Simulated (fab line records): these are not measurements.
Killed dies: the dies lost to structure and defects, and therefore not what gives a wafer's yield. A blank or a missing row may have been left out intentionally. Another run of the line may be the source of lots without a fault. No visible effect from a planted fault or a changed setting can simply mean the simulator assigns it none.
Chamber matching -- flow n5Finfet -- N5_MIM_TOP_ETCH_STRIP_01 on rieDiel-04: 4 sister chambers
The step strips in O2. 4 wafers are shown with their chamber, then 11 later ones without.

EACH WAFER AND ITS CHAMBER
wafer,chamber,showerheadPlenumPTorr (Torr)
L081.3,1,2.18
L084.4,0,1.97
L084.6,3,1.94
L085.1,2,2.12

WAFERS WHOSE CHAMBER IS MISSING
wafer,showerheadPlenumPTorr (Torr)
L085.2,1.94
L085.3,1.97
L087.2,2.17
L087.3,1.94
L087.4,2.12
L094.2,1.93
L094.3,2.17
L094.5,1.96
L096.1,1.96
L096.4,2.16
L096.6,1.96

EACH ONE'S CHAMBER
wafer,from the rows above,in truth
L085.2,3,3
L085.3,0,0
L087.2,1,1
L087.3,3,3
L087.4,2,2
L094.2,3,3
L094.3,1,1
L094.5,can't be placed: 0 or 3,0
L096.1,can't be placed: 0 or 3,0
L096.4,1,1
L096.6,can't be placed: 0 or 3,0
Placed correctly: 8 of 11. These rows do not allow placing 3 (true chamber among the candidates in 3). Number placed wrongly: 0.
How it was worked out, from the rows above alone: a wafer's distance from a chamber is the root of the sum, over the readings, of the square of ((its reading less the chamber's mean) divided by the reading's scatter). If the next closest chamber is less than 2 further off than the closest, the wafer can't be placed; otherwise it belongs to the closest. Each chamber's mean is taken over the wafers shown for it. The scatter (one wafer shown for each chamber): square how far every hidden wafer sits from the nearest shown wafer, average those squares and take the square root.
